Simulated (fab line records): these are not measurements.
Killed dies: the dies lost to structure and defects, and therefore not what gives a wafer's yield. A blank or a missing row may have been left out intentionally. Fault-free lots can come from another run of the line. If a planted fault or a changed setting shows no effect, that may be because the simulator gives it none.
Matching of chambers	flow n5 finfet	rie diel-05 running N5_FIN_SAQP_SPACER2_ETCHBACK_29: 4 sister chambers
The step etches SiO2 in CHF3/O2, target depth 12.2 nm, time 6.1 s. 8 wafers are shown with their chamber, then 8 later ones without.

EACH WAFER AND ITS CHAMBER
wafer	chamber	drypump motor current A (A)	throttle valve pct (%)
L074.5	0	6.2	18.82
L084.1	2	5.4	18.51
L084.2	3	5.8	18.50
L084.3	1	5.8	19.37
L085.1	3	5.9	18.48
L085.3	2	5.4	18.51
L085.4	1	5.8	19.39
L087.3	0	6.2	18.42

WAFERS WITH NO CHAMBER GIVEN
wafer	drypump motor current A (A)	throttle valve pct (%)
L087.4	5.8	19.40
L087.5	5.4	18.52
L089.1	5.8	19.40
L089.4	5.8	18.50
L089.6	5.9	18.50
L091.1	6.2	18.44
L091.3	5.9	18.51
L091.6	5.8	18.50

EACH ONE'S CHAMBER
wafer	from the rows above	in truth
L087.4	1	1
L087.5	2	2
L089.1	1	1
L089.4	3	3
L089.6	3	3
L091.1	0	0
L091.3	3	3
L091.6	3	3
Correctly placed: 8 of 8. Left unplaced by these rows: 0. 0 placed wrongly.
How it was worked out, from the rows above alone: a wafer's distance from a chamber is the root of the sum, over the readings, of the square of ((its reading less the chamber's mean) divided by the reading's scatter). The wafer belongs to the nearest chamber; if the next one is less than 2 further off, it can't be placed. Each chamber's mean is taken over the wafers shown for it. The scatter: the root of (the sum of the squares of (reading less its chamber's mean) over the shown wafers, divided by (wafers less chambers)).
